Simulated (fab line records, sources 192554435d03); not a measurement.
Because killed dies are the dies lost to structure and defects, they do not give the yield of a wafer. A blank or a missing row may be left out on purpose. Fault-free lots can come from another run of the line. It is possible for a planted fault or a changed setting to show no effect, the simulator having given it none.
Struck lot and sound lot, side by side + flow n5_finfet + 44 steps out of a route of 1938
Sound: the wafers L259.3, L259.5, L259.6. Struck: wafer L269.4 (L269.2, L269.6, from the same lot, were not struck and are left out); the cause is given at the end.
For every step that has rows: the tool of each side, followed by ch and its chambers, followed by its first start. Under that, the readings that differ: sound wafers + struck wafers + difference of the means + sigmas: that difference in standard deviations of wafers without a fault.
alike: readings with means less than 2 such deviations apart, plus words and numbers identical on both sides. not compared: withheld readings, readings lacking a value on some wafer, bounds such as >300 that could conceal the same value, and numbers that have no deviation in the record and whose values overlap.
Wherever a step has rows on one side only, a row that says differs or no value, or a row with sigmas, the two part there. Numbers that have no deviation but don't overlap get no sigmas and don't part them. Lack of a reading on every wafer of one side parts them only where that side has two or more wafers.

N5_PASSIVATION_OVL_MEAS_60:
  sound on overlay-02 ch 0, day 12 23:50; struck on overlay-02 ch 0, day 15 16:32
  alike: TV_OVL
N5_PASSIVATION_INSPECT_61: inspects for defects (macro).
  sound: defect_inspect-02 at day 12 23:52; struck: defect_inspect-01 at day 15 16:34
  alike: raw_defect_count
then, 1 step without rows for these wafers: N5_PASSIVATION_DESCUM_12 (chemistry O2, time 7.9 s).
N5_PASSIVATION_PASS_ETCH_74: etches SiNx in CF4/O2, target depth 220 nm, time 110 s.
  sound on rie_diel-06 ch 1,2, day 12 23:58; struck on rie_diel-05 ch 3, day 15 16:40
| reading               | sound          | struck | difference | sigmas |
|-----------------------|----------------|--------|------------|--------|
| oes_product_au (a.u.) | 0.91 0.91 0.82 | 0.68   | -0.20      | -2     |
  alike: drypump_motor_current_A, rf_vpp_V, showerhead_plenum_p_Torr, throttle_valve_pct
  not compared: rf_hours_counter_h
then, 8 steps without rows for these wafers: N5_PASSIVATION_VIA_ETCH_13 (etches SiO2 in CHF3/O2, target depth 660 nm, time 330 s); N5_PASSIVATION_STRIP_14 (strips in O2); N5_PASSIVATION_ETCH_15 (etches SiCN in CF4/N2, target depth 75 nm, time 81.2 s); N5_PASSIVATION_STRIP_73 (strips in post etch residue remover, time 60 s); N5_PASSIVATION_SRD_17 (time 30 s, dry time 30 s); N5_PASSIVATION_DEGAS_18 (time 60 s); N5_PASSIVATION_PRE_CLEAN_19; N5_PASSIVATION_SPUTTER_20 (material TaN, target thk 50 nm).
N5_PASSIVATION_AL_DEP_21: deposits Al, target thk 2800 nm, time 170 s.
  sound: pvd_sputter-01 at day 13 01:02; struck: pvd_sputter-01 at day 15 17:21
| reading                                       | sound          | struck | difference | sigmas |
|-----------------------------------------------|----------------|--------|------------|--------|
| model.Al_of_PASSIVATION_AL_DEP_21.thk_nm (nm) | 2794 2828 2821 | 3015   | +201       |        |
  alike: susceptor_temp_C, throttle_valve_pct
then, 8 steps without rows for these wafers: N5_PASSIVATION_HMDS_23 (time 60 s); N5_PASSIVATION_COAT_24; N5_PASSIVATION_EBR_26; N5_PASSIVATION_SOFTBAKE_25 (time 90 s); N5_PASSIVATION_EXPOSE_27 (exposes mask PAD, defocus 0 nm); N5_PASSIVATION_PEB_28; N5_PASSIVATION_DEVELOP_29 (develop time 60 s); N5_PASSIVATION_HARDBAKE_31 (time 120 s).
N5_PASSIVATION_CD_MEAS_30 targets a cd of 4000 nm.
  sound on cd_sem-01 ch 0, day 13 01:38; struck on cd_sem-02 ch 0, day 15 17:49
  alike: cd_nm
N5_PASSIVATION_OVL_MEAS_63:
  sound on overlay-02 ch 0, day 13 01:40; struck on overlay-01 ch 0, day 15 17:51
  alike: PAD_OVL
N5_PASSIVATION_INSPECT_64: inspects for defects (macro).
  sound: defect_inspect-02 at day 13 01:41; struck: defect_inspect-01 at day 15 17:52
| reading          | sound | struck | difference | sigmas |
|------------------|-------|--------|------------|--------|
| raw_defect_count | 4 0 0 | 5      | +4         | +2     |
then, 1 step without rows for these wafers: N5_PASSIVATION_DESCUM_32 (chemistry O2, time 7.9 s).
N5_PASSIVATION_AL_ETCH_33: etches Al in Cl2/BCl3, stops on TaN, target depth 2800 nm, time 466.7 s.
  sound on rie_metal-02 ch 0,1, day 13 02:02; struck on rie_metal-01 ch 0, day 15 19:01
| reading                | sound             | struck | difference | sigmas |
|------------------------|-------------------|--------|------------|--------|
| throttle_valve_pct (%) | 34.93 34.93 34.48 | 34.10  | -0.68      | -3     |
  alike: drypump_motor_current_A, oes_product_au
  not compared: rf_hours_counter_h
N5_PASSIVATION_ETCH_59: etches TaN in Cl2/BCl3, target depth 65 nm, time 34.9 s.
  sound on rie_metal-02 ch 0,1, day 13 02:20; struck on rie_metal-01 ch 0, day 15 19:25
  alike: drypump_motor_current_A, oes_product_au, throttle_valve_pct
  not compared: rf_hours_counter_h
N5_PASSIVATION_STRIP_34: strips in O2.
  sound on rie_diel-04 ch 0,2,3, day 13 02:26; struck on rie_diel-04 ch 1, day 15 19:49
  alike: drypump_motor_current_A, o2_flow_sccm, oes_product_au, rf_vpp_V, showerhead_plenum_p_Torr, throttle_valve_pct
  not compared: rf_hours_counter_h
then, 4 steps without rows for these wafers: N5_PASSIVATION_STRIP_51 (strips in post etch residue remover, time 1200 s); N5_PASSIVATION_CLEAN_69 (cleans in IPA, time 180 s); N5_PASSIVATION_SRD_70 (time 30 s); N5_PASSIVATION_PECVD_53 (deposits SiO2 from TEOS/O2, target thk 800 nm, time 169.4 s).
N5_PASSIVATION_PECVD_35: deposits SiNx from SiH4/NH3/N2, target thk 700 nm, time 151.3 s.
  sound on pecvd-04 ch 0,1,2, day 13 03:07; struck on pecvd-04 ch 2, day 15 20:26
  alike: heater_power_w, showerhead_plenum_p_Torr, susceptor_temp_C, throttle_valve_pct
then, 8 steps without rows for these wafers: N5_PASSIVATION_HMDS_37 (time 60 s); N5_PASSIVATION_COAT_38; N5_PASSIVATION_EBR_40; N5_PASSIVATION_SOFTBAKE_39 (time 120 s); N5_PASSIVATION_EXPOSE_41 (exposes mask PASS OPEN, defocus 0 nm, target cd 40000 nm); N5_PASSIVATION_PEB_42; N5_PASSIVATION_DEVELOP_43 (develop time 60 s); N5_PASSIVATION_HARDBAKE_45 (time 120 s).
N5_PASSIVATION_CD_MEAS_44 targets a cd of 40000 nm.
  sound on cd_sem-02 ch 0, day 13 03:40; struck on cd_sem-02 ch 0, day 15 20:52
  alike: cd_nm
N5_PASSIVATION_STRIP_52: strips in post etch residue remover, time 1200 s.
  sound on wet_bench-03 ch 3,6,7, day 13 04:22; struck on wet_bench-05 ch 6, day 15 23:34
| reading                                       | sound          | struck | difference | sigmas |
|-----------------------------------------------|----------------|--------|------------|--------|
| model.Al_of_PASSIVATION_AL_DEP_21.thk_nm (nm) | 2779 2813 2806 | 3000   | +201       |        |
  alike: bath_guard_temp_C
N5_PASSIVATION_PROBE_49:
  the record has rows for the struck wafers here (prober-02, day 16 02:08) and none for the sound ones

WHERE THEY PART
Earliest at N5_PASSIVATION_PASS_ETCH_74; latest, in this record, at N5_PASSIVATION_PROBE_49.

WHY: the cause the simulator had injected
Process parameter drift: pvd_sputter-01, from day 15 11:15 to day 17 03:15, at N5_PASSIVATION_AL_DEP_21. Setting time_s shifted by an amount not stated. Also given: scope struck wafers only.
